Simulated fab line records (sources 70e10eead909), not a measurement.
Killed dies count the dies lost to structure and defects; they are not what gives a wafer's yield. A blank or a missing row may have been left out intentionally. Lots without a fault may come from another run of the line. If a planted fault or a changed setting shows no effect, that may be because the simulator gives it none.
fab line records | flow nand-harc
record: lots: 6 wafers: 18 last-day: 34
route steps=1302 shown A_M1@1180 END@1302
lots untouched by any fault: they come from a run of this same line in which no faults occurred
start-h: start of the lot's first displayed wafer, in hours after the record's first day | wait-h: how many hours have passed since the lot's step before this one | " as in the row above | L1.1+2: a row that stands for several wafers | - no value present, or no start provided | * or withheld: withheld | < > ~ a bound
route shown NAME@n: names a module that has steps shown in the file, with the first one's number in the route | usual: mean/standard deviation taken from wafers without a fault | same: alike in all rows | chamber/n: place in a boat | sites: the reading at each site | _std_site: standard deviation across them | _edge_site: mean of outer sites minus mean of inner sites | radius-mm: how far each site lies from the wafer's centre | mask NAME#n: copy n | behind: the tool/chamber that last shaped the wafer | hold: what put the lot on hold/how long, in hours/how the hold closed | device: the transistor (n, p or np) that didn't switch | end of line: tests of these same wafers at the route's end | step lacking rows: just its recipe | killed: count of dies lost to structure and defects at first sort (not the wafer's yield) | map: a wafer's dies, marking killed ones x, the rest . and places with no die _
set.NAME: the setting the step ran with; set.NAME@STEP: the setting that earlier step ran with | model.NAME: the simulator's own value behind a step, which no gauge read
lots at selected steps of the route; one table per step, one row per wafer
services: from which hour (start-h, from the record's first day; less than 0 if before it) a tool's chamber was out of use, for how many hours, and why
== steps ==
step: NHARC_A_M1_OVL_MEAS_10
recipe: pitch-nm: 240
usual: overlay-x-nm: 0.0/0.73 overlay-y-nm: -0.2/0.88
columns lot.wafer tool chamber start-h wait-h overlay-x-nm overlay-y-nm
L441.1 overlay-01 - 550.65 - -0.1 -2.3
L441.2 " - " " -0.2 -1.7
L441.4 " - " " 0.4 -2.5
L449.1 overlay-02 - 612.50 - 0.7 0.4
L449.3 " - " " 0.6 -0.2
L449.6 " - " " 0.4 0.1
L448.3 overlay-01 - 618.14 - 0.5 -0.6
L448.4 " - " " 0.7 -0.5
L448.6 " - " " 0.3 -0.6
L450.1 overlay-01 - 638.62 - 1.3 -0.4
L450.3 " - " " 0.8 -0.4
L450.5 " - " " 1.0 -0.5
L458.1 overlay-02 - 726.08 - -1.1 0.6
L458.2 " - " " -0.8 0.9
L458.3 " - " " -1.6 1.2
L462.1 overlay-02 - 769.53 - -0.1 -0.6
L462.4 " - " " -0.1 -0.4
L462.6 " - " " -0.4 -0.5
step: NHARC_A_M1_INSPECT_11
usual: raw-defect-count: 91/36
columns lot.wafer tool chamber start-h wait-h raw-defect-count
L441.1 defect-inspect-01 - 550.68 0.0 52
L441.2 " - " " 54
L441.4 " - " " 63
L449.1 defect-inspect-02 - 612.53 0.0 109
L449.3 " - " " 144
L449.6 " - " " 124
L448.3 defect-inspect-01 - 618.18 0.0 34
L448.4 " - " " 32
L448.6 " - " " 35
L450.1 defect-inspect-02 - 638.66 0.0 109
L450.3 " - " " 116
L450.5 " - " " 116
L458.1 defect-inspect-02 - 726.12 0.0 69
L458.2 " - " " 79
L458.3 " - " " 64
L462.1 defect-inspect-01 - 769.57 0.0 65
L462.4 " - " " 70
L462.6 " - " " 68
step: NHARC_A_M1_DESCUM_14
recipe: time-s: 3 o2-flow-sccm: 200 ar-flow-sccm: 0 bias-power-w: 0 chemistry: O2
step: NHARC_A_M1_ETCH_35
recipe: target-depth-a: 400 overetch-a: 120 time-s: 43.94 ion-energy-ev: 200 n2-flow-sccm: 150 h2-flow-sccm: 150 ar-flow-sccm: 0 rf-w: 400 bias-w: 150 chemistry: N2/H2
usual: drypump-motor-current-A: 5.6/0.49 oes-product-au: 0.999/0.0071 rf-vpp-V: 430.5/2.6 showerhead-plenum-p-Torr: 2.04/0.088 throttle-valve-pct: 14.170/0.009
columns lot.wafer tool chamber start-h wait-h drypump-motor-current-A oes-product-au rf-hours-counter-h rf-vpp-V showerhead-plenum-p-Torr throttle-valve-pct
L441.1 rie-diel-05 0 550.83 0.1 5.2 1.002 4.0 426.9 1.92 14.159
L441.2 " 1 " " 5.4 0.994 4.1 433.9 2.12 14.166
L441.4 " 3 " " 6.4 1.006 4.4 431.5 2.10 14.162
L449.1 rie-diel-10 0 612.69 0.1 5.6 1.005 0.2 430.2 2.05 14.178
L449.3 " 1 " " 5.8 1.006 0.2 432.1 2.09 14.193
L449.6 " 0 " " 5.6 0.996 - 429.5 2.05 14.161
L448.4 rie-diel-05 2 618.33 0.1 5.3 1.005 1.3 431.8 2.14 14.168
L448.3 " 3 " " 6.4 0.999 1.3 431.1 2.10 14.161
L448.6 " 2 " " 5.2 0.999 - 432.5 2.14 14.177
L450.3 rie-diel-12 2 638.81 0.1 5.8 0.996 0.0 432.3 2.07 14.166
L450.1 " 0 " " 5.0 0.990 0.0 426.7 1.91 14.170
L450.5 " 1 " " 4.9 0.995 - 432.5 2.12 14.159
L458.3 rie-diel-10 2 726.26 0.1 4.9 1.003 5.6 426.5 1.93 14.167
L458.1 " 0 " " 5.6 1.008 5.6 429.5 2.05 14.157
L458.2 " 1 " " 5.7 1.002 5.8 431.8 2.09 14.174
L462.1 rie-diel-10 1 769.72 0.1 5.8 0.999 7.9 430.5 2.08 14.171
L462.4 " 2 " " 4.9 0.990 8.0 428.6 1.93 14.177
L462.6 " 3 " " 6.2 1.004 - 433.4 2.14 14.183
step: NHARC_A_M1_ETCH_15
recipe: target-depth-a: 1825 time-s: 91.2 c4f8-flow-sccm: withheld ar-flow-sccm: 400 rf-w: 600 bias-w: 300 chemistry: C4F8/Ar
step: NHARC_A_M1_CD_MEAS_16
usual: cd-nm: 119.9/0.59
columns lot.wafer tool chamber start-h wait-h cd-nm
L441.1 cd-sem-02 - 551.06 - 119.8
L441.2 " - " " 120.0
L441.4 " - " " 121.4
L449.1 cd-sem-03 - 612.90 - 120.2
L449.3 " - " " 119.7
L449.6 " - " " 120.9
L448.3 cd-sem-03 - 618.55 - 119.1
L448.4 " - " " 119.9
L448.6 " - " " 119.1
L450.1 cd-sem-01 - 639.02 - 119.6
L450.3 " - " " 119.3
L450.5 " - " " 118.6
L458.1 cd-sem-02 - 726.48 - 120.1
L458.2 " - " " 119.8
L458.3 " - " " 120.7
L462.1 cd-sem-01 - 769.93 - 119.2
L462.4 " - " " 119.1
L462.6 " - " " 119.4
step: NHARC_A_M1_STRIP_18
recipe: power-w: 1000 n2-flow-sccm: 150 h2-flow-sccm: 150 ar-flow-sccm: 0 bias-w: 0 chemistry: N2/H2
usual: drypump-motor-current-A: 5.6/0.46 oes-product-au: 0.998/0.0066 rf-vpp-V: 90.7/1 showerhead-plenum-p-Torr: 2.05/0.089 throttle-valve-pct: 14.172/0.009
columns lot.wafer tool chamber start-h wait-h drypump-motor-current-A oes-product-au rf-hours-counter-h rf-vpp-V showerhead-plenum-p-Torr throttle-valve-pct
L441.4 rie-diel-10 3 551.13 0.1 6.2 0.992 5.7 93.4 2.15 14.164
L441.2 " 0 " " 5.7 0.999 5.4 90.7 2.05 14.172
L441.1 " 1 " " 5.8 0.994 6.9 90.2 2.09 14.162
L449.3 rie-diel-05 3 612.97 0.1 6.4 0.982 1.2 89.4 2.10 14.172
L449.1 " 1 " " 5.5 0.991 1.3 91.0 2.12 14.179
L449.6 " 3 " " 6.4 0.994 - 91.8 2.10 14.166
L448.3 rie-diel-10 0 618.64 0.1 5.6 1.005 0.3 91.0 2.05 14.168
L448.4 " 2 " " 4.9 0.988 0.3 89.5 1.93 14.182
L448.6 " 0 " " 5.6 1.009 - 90.3 2.05 14.170
L450.3 rie-diel-12 3 639.10 0.1 6.2 0.998 0.1 89.4 1.93 14.179
L450.1 " 2 " " 5.7 1.002 0.1 90.2 2.07 14.180
L450.5 " 0 " " 5.0 0.990 - 90.6 1.91 14.180
L458.3 rie-diel-10 0 726.56 0.1 5.6 1.007 5.6 90.9 2.05 14.179
L458.2 " 2 " " 4.9 1.003 5.7 89.3 1.93 14.180
L458.1 " 3 " " 6.2 1.007 5.5 90.6 2.15 14.165
L462.4 rie-diel-12 1 770.01 0.1 4.9 0.995 5.8 91.8 2.12 14.164
L462.1 " 2 " " 5.7 0.999 9.6 91.0 2.07 14.170
L462.6 " 2 " " 5.8 0.993 - 90.3 2.07 14.177
step: NHARC_A_M1_ETCH_28
recipe: target-depth-a: 300 over-etch-frac: 0.3 time-s: 72.99 ion-energy-ev: 150 cf4-flow-sccm: 50 n2-flow-sccm: 100 ar-flow-sccm: 150 rf-w: 300 bias-w: 100 chemistry: CF4/N2
usual: drypump-motor-current-A: 5.6/0.48 oes-product-au: 0.999/0.0067 rf-vpp-V: 314.3/1.9 showerhead-plenum-p-Torr: 2.64/0.11 throttle-valve-pct: 19.793/0.0094
columns lot.wafer tool chamber start-h wait-h drypump-motor-current-A oes-product-au rf-hours-counter-h rf-vpp-V showerhead-plenum-p-Torr throttle-valve-pct
L441.2 rie-diel-10 1 - - 5.8 1.005 6.9 316.4 2.68 19.804
L441.1 " 2 " " 4.9 0.987 6.6 311.9 2.50 19.791
L441.4 " 3 " " 6.2 0.985 5.8 315.2 2.75 19.809
L449.1 rie-diel-05 2 - - 5.2 0.993 1.2 314.8 2.74 19.787
L449.3 " 3 " " 6.4 1.001 1.2 314.6 2.70 19.804
L449.6 " 1 " " 5.4 1.008 - 317.2 2.72 19.797
L448.4 rie-diel-10 0 - - 5.7 0.999 0.4 314.7 2.64 19.781
L448.3 " 2 " " 4.9 0.986 0.3 311.9 2.50 19.793
L448.6 " 1 " " 5.7 0.995 - 314.3 2.68 19.793
L450.3 rie-diel-12 0 - - 5.0 0.994 0.1 311.7 2.47 19.798
L450.1 " 1 " " 4.9 0.994 0.1 314.6 2.72 19.793
L450.5 " 3 " " 6.2 1.001 - 312.3 2.50 19.797
L458.2 rie-diel-10 1 - - 5.8 1.005 5.9 316.2 2.68 19.815
L458.1 " 2 " " 4.9 1.007 5.7 310.7 2.49 19.796
L458.3 " 3 " " 6.2 1.003 5.5 316.3 2.75 19.791
L462.4 rie-diel-12 3 - - 6.2 0.994 8.7 312.1 2.50 19.797
L462.1 " 0 " " 5.0 0.996 8.4 310.2 2.47 19.794
L462.6 " 3 " " 6.3 1.005 - 311.2 2.50 19.794
step: NHARC_A_M1_STRIP_19
recipe: time-s: 600 temp-c: 30 chemistry: post-etch-residue-remover
step: NHARC_A_M1_DEGAS_29
recipe: temp-c: 250 time-s: 60
usual: heater-power-w: 319/17 susceptor-temp-C: 249.99/0.17
columns lot.wafer tool chamber start-h wait-h heater-power-w susceptor-temp-C
L441.2 pvd-sputter-02 - 551.78 - 338 250.03
L441.4 " - " " 323 249.95
L441.1 " - " " 324 250.13
L449.3 pvd-sputter-03 - 613.69 - 325 249.91
L449.1 " - " " 287 250.03
L449.6 " - " " 310 249.95
L448.3 pvd-sputter-01 - 619.25 - 320 249.92
L448.4 " - " " 302 249.96
L448.6 " - " " 311 250.15
L450.3 pvd-sputter-01 - 639.74 - 314 249.88
L450.1 " - " " 322 249.88
L450.5 " - " " 316 249.90
L458.1 pvd-sputter-01 - 727.19 - 321 249.90
L458.2 " - " " 320 250.20
L458.3 " - " " 315 249.87
L462.1 pvd-sputter-03 - 770.65 - 299 250.02
L462.4 " - " " 294 250.11
L462.6 " - " " 338 250.46
step: NHARC_A_M1_PRE_CLEAN_30
recipe: time-s: 30 temp-c: 280 gas: H2/He
usual: heater-power-w: 392/21 susceptor-temp-C: 280.00/0.18
columns lot.wafer tool chamber start-h wait-h heater-power-w susceptor-temp-C
L441.4 pvd-sputter-02 - - - 393 280.00
L441.1 " - " " 411 279.95
L441.2 " - " " 422 279.98
L449.1 pvd-sputter-03 - - - 342 280.01
L449.3 " - " " 395 280.37
L449.6 " - " " 434 280.03
L448.3 pvd-sputter-01 - - - 381 280.05
L448.4 " - " " 400 280.02
L448.6 " - " " 376 280.12
L450.1 pvd-sputter-01 - - - 370 279.96
L450.3 " - " " 407 279.62
L450.5 " - " " 379 279.99
L458.3 pvd-sputter-01 - - - 364 280.05
L458.1 " - " " 385 280.07
L458.2 " - " " 385 280.33
L462.1 pvd-sputter-03 - - - 357 280.06
L462.4 " - " " 410 279.90
L462.6 " - " " 361 280.01
step: NHARC_A_M1_PVD_20
recipe: target-thk-a: 50 bias-v: 168.6 power-w: 15000 chamber-pressure-pa: 0.12 time-s: 8.06 substrate-temp-c: 50 material: TaN
step: NHARC_A_M1_PVD_21
recipe: target-thk-a: 300 chamber-pressure-pa: 5 power-w: 5000 substrate-temp-c: 30 time-s: 20.49 material: Cu
usual: cathode-dc-power-W: 5000.1/0.86 chamber-pressure-pa: 5.002/0.0091 throttle-valve-pct: 29.8/0.95
columns lot.wafer tool chamber start-h wait-h cathode-dc-power-W chamber-pressure-pa throttle-valve-pct
L441.2 pvd-sputter-02 - 552.01 - 5001.6 5.008 29.9
L441.4 " - " " 4999.2 4.999 29.4
L441.1 " - " " 4999.5 5.006 29.8
L449.3 pvd-sputter-03 - 613.92 - - - -
L449.1 " - " " - - -
L449.6 " - " " - - -
L448.4 pvd-sputter-01 - 619.49 - - - -
L448.3 " - " " - - -
L448.6 " - " " - - -
L450.1 pvd-sputter-01 - 639.97 - 4999.8 4.988 28.8
L450.3 " - " " 4999.0 4.979 31.3
L450.5 " - " " 4999.8 5.002 29.6
L458.1 pvd-sputter-01 - 727.42 - 4999.9 5.009 28.7
L458.3 " - " " 4999.9 4.999 28.4
L458.2 " - " " 4999.9 5.018 29.7
L462.4 pvd-sputter-03 - 770.87 - 5001.6 5.009 30.9
L462.1 " - " " 5000.3 4.998 29.9
L462.6 " - " " 4999.7 5.005 30.0
step: NHARC_A_M1_ECD_22
recipe: target-thk-a: 4000 bath-temp-c: 25 material: Cu
step: NHARC_END_SORT_01
recipe: temp-c: 25
usual: defect-limited-yield: 90.7/3 killed-at-array: 58/20 killed-at-other: 0.9/1.4 killed-at-periphery: 4/3.1 killed-dies: 63/20 killed-open: 3.3/1.8 killed-short: 2.4/1.5
same: gross-dies: 677
columns lot.wafer tool chamber start-h wait-h defect-limited-yield[%] killed-at-array killed-at-other killed-at-periphery killed-dies killed-open killed-short
L448.3 prober-02 0 658.61 3.1 0 675 0 2 677 1 2
L448.4 prober-02 0 659.41 3.4 0 676 0 1 677 5 4
L448.6 prober-02 0 661.01 4.0 0 675 1 1 677 2 3
L450.1 prober-01 0 673.71 2.5 88.5 75 1 2 78 8 5
L450.3 prober-01 0 675.29 3.1 89.5 71 0 0 71 1 4
L450.5 prober-01 0 676.87 3.6 90.5 63 0 1 64 1 2
killed by level:class
L448.3 A_M1:area-pvd=654 A_CHANNEL_HOLE_D2:chamber-film-flake=6 A_CHANNEL_FILL_D1:chamber-film-flake=4 A_CHANNEL_FILL_D1:geometric-particle:short=2 A_CHANNEL_HOLE_D1:chamber-film-flake=2 A_STAIRCASE:chamber-film-flake=2 P_M0:geometric-particle:open=1 P_GATE:chamber-film-flake=1
L448.4 A_M1:area-pvd=638 A_CHANNEL_HOLE_D2:chamber-film-flake=15 A_CHANNEL_HOLE_D1:chamber-film-flake=5 A_SLIT:chamber-film-flake=3 A_CHANNEL_FILL_D2:geometric-particle:short=2 A_M0:geometric-particle:open=2 A_ONON_D1:geometric-particle:short=1 A_CHANNEL_FILL_D1:geometric-particle:open=1
L448.6 A_M1:area-pvd=644 A_CHANNEL_HOLE_D1:chamber-film-flake=9 A_CHANNEL_HOLE_D2:chamber-film-flake=8 A_STAIRCASE:chamber-film-flake=5 A_CHANNEL_FILL_D1:chamber-film-flake=2 A_DECK1_JOINT:geometric-particle:open=1 A_CHANNEL_HOLE_D2:geometric-particle:short=1 A_CHANNEL_FILL_D2:geometric-particle:open=1
L450.1 A_SLIT:chamber-film-flake=30 A_CHANNEL_HOLE_D1:chamber-film-flake=23 A_CONTACT:chamber-film-flake=7 A_M0:geometric-particle:open=2 P_M2:geometric-particle:short=1 A_ONON_D1:geometric-particle:open=1 A_ONON_D1:geometric-particle:short=1 A_CHANNEL_HOLE_D1:geometric-particle:short=1
L450.3 A_CHANNEL_HOLE_D1:chamber-film-flake=40 A_SLIT:chamber-film-flake=18 A_CONTACT:chamber-film-flake=4 A_CHANNEL_FILL_D1:geometric-particle:short=1 A_ONON_D2:geometric-particle:short=1 A_CHANNEL_FILL_D2:geometric-particle:short=1 A_WL_FILL:geometric-particle:open=1 A_WL_FILL:geometric-particle:short=1
L450.5 A_CHANNEL_HOLE_D1:chamber-film-flake=35 A_SLIT:chamber-film-flake=16 A_CONTACT:chamber-film-flake=5 A_STAIRCASE:chamber-film-flake=2 A_CHANNEL_HOLE_D2:geometric-particle:open=1 A_CHANNEL_FILL_D2:geometric-particle:short=1 A_WL_FILL:geometric-particle:short=1 P_GATE:chamber-film-flake=1
map L448.3 (x killed, . not)
____________x____________
_________xxxxxxx_________
_______xxxxxxxxxxx_______
______xxxxxxxxxxxxx______
_____xxxxxxxxxxxxxxx_____
____xxxxxxxxxxxxxxxxx____
____xxxxxxxxxxxxxxxxx____
___xxxxxxxxxxxxxxxxxxx___
___xxxxxxxxxxxxxxxxxxx___
__xxxxxxxxxxxxxxxxxxxxx__
__xxxxxxxxxxxxxxxxxxxxx__
_xxxxxxxxxxxxxxxxxxxxxxx_
_xxxxxxxxxxxxxxxxxxxxxxx_
_xxxxxxxxxxxxxxxxxxxxxxx_
_xxxxxxxxxxxxxxxxxxxxxxx_
_xxxxxxxxxxxxxxxxxxxxxxx_
xxxxxxxxxxxxxxxxxxxxxxxxx
xxxxxxxxxxxxxxxxxxxxxxxxx
xxxxxxxxxxxxxxxxxxxxxxxxx
xxxxxxxxxxxxxxxxxxxxxxxxx
xxxxxxxxxxxxxxxxxxxxxxxxx
_xxxxxxxxxxxxxxxxxxxxxxx_
_xxxxxxxxxxxxxxxxxxxxxxx_
_xxxxxxxxxxxxxxxxxxxxxxx_
_xxxxxxxxxxxxxxxxxxxxxxx_
_xxxxxxxxxxxxxxxxxxxxxxx_
__xxxxxxxxxxxxxxxxxxxxx__
__xxxxxxxxxxxxxxxxxxxxx__
___xxxxxxxxxxxxxxxxxxx___
___xxxxxxxxxxxxxxxxxxx___
____xxxxxxxxxxxxxxxxx____
____xxxxxxxxxxxxxxxxx____
_____xxxxxxxxxxxxxxx_____
______xxxxxxxxxxxxx______
_______xxxxxxxxxxx_______
_________xxxxxxx_________
____________x____________
map L450.1 (x killed, . not)
____________.____________
_________......x_________
_______..........._______
______.............______
_____..............._____
____.................____
____.................____
___xxx.x..............___
___...xx.......x......___
__xx.xxxx..............__
__xxxxxxx......xx......__
_.x.xxx................._
_..x.xxx................_
_.xx.xx................._
_xxxxxxx................_
_x.xx..................._
..xxxx...............x...
xxxxx.x.............x....
.xx......................
.x.xx....................
....x....................
_......................._
_......................._
_.............x........._
_.............x........._
_..x.......x............_
__.....x...............__
__x............x.......__
___x.........x........___
___.....x.............___
____................x____
____......x..x.......____
_____..............._____
______......xx.....______
_______..........._______
_________......._________
____________.____________
== services ==
columns tool chamber start-h hours kind
rie-diel-05 3 538.86 5.4 repair
pvd-sputter-03 - 552.72 10.0 pm
pvd-sputter-02 - 555.69 6.9 repair
rie-diel-05 3 568.96 15.0 repair
pvd-sputter-03 - 579.53 1.3 repair
pvd-sputter-01 - 583.37 10.0 pm
rie-diel-05 - 583.60 9.0 pm
rie-diel-10 - 596.53 9.0 pm
pvd-sputter-02 - 597.37 1.4 repair
rie-diel-05 0 604.83 9.0 repair
rie-diel-05 - 607.44 1.5 repair
pvd-sputter-03 - 617.95 0.5 repair
rie-diel-12 - 622.40 9.0 pm
pvd-sputter-02 - 638.00 10.0 pm
pvd-sputter-02 - 658.37 5.7 repair
rie-diel-10 1 694.09 1.6 repair
rie-diel-05 - 716.48 0.6 repair
rie-diel-12 1 723.05 32.1 repair
pvd-sputter-02 - 724.06 2.2 repair
pvd-sputter-03 - 730.72 10.0 pm
pvd-sputter-03 - 742.65 1.7 repair
rie-diel-05 - 760.60 9.0 pm
pvd-sputter-01 - 761.37 10.0 pm
pvd-sputter-02 - 768.20 2.4 repair
== key ==
first-sign: step: NHARC_A_M1_PVD_21 reading: tool-record direction: missing
effect: step: NHARC_END_SORT_01 reading: killed-at-array direction: up sigmas: 32 usual: 58 struck: 675
more-kills-born-at: NHARC_A_M1_PVD_21@pvd-sputter-01: 1936
met-at NHARC_A_M1_PVD_21
struck-wafers L448.3,L448.4,L448.6,L449.1,L449.3,L449.6
later-rows-left-out L448.3,L448.4,L448.6,L449.1,L449.3,L449.6
sort-left-out L449.1,L449.3,L449.6
fault: kind: skipped-step-whole tool: pvd-sputter-01,pvd-sputter-03 chamber: - onset-h: 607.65 steps: NHARC_A_M1_PVD_21 scope: struck-lots-only
sort-left-out: the simulated sort isn't trusted on such a fault, so these wafers' sort isn't shown, and their yield isn't known
later-rows-left-out: the simulator's readings of these wafers behind a module that went badly wrong aren't trusted and aren't shown, but for the sort
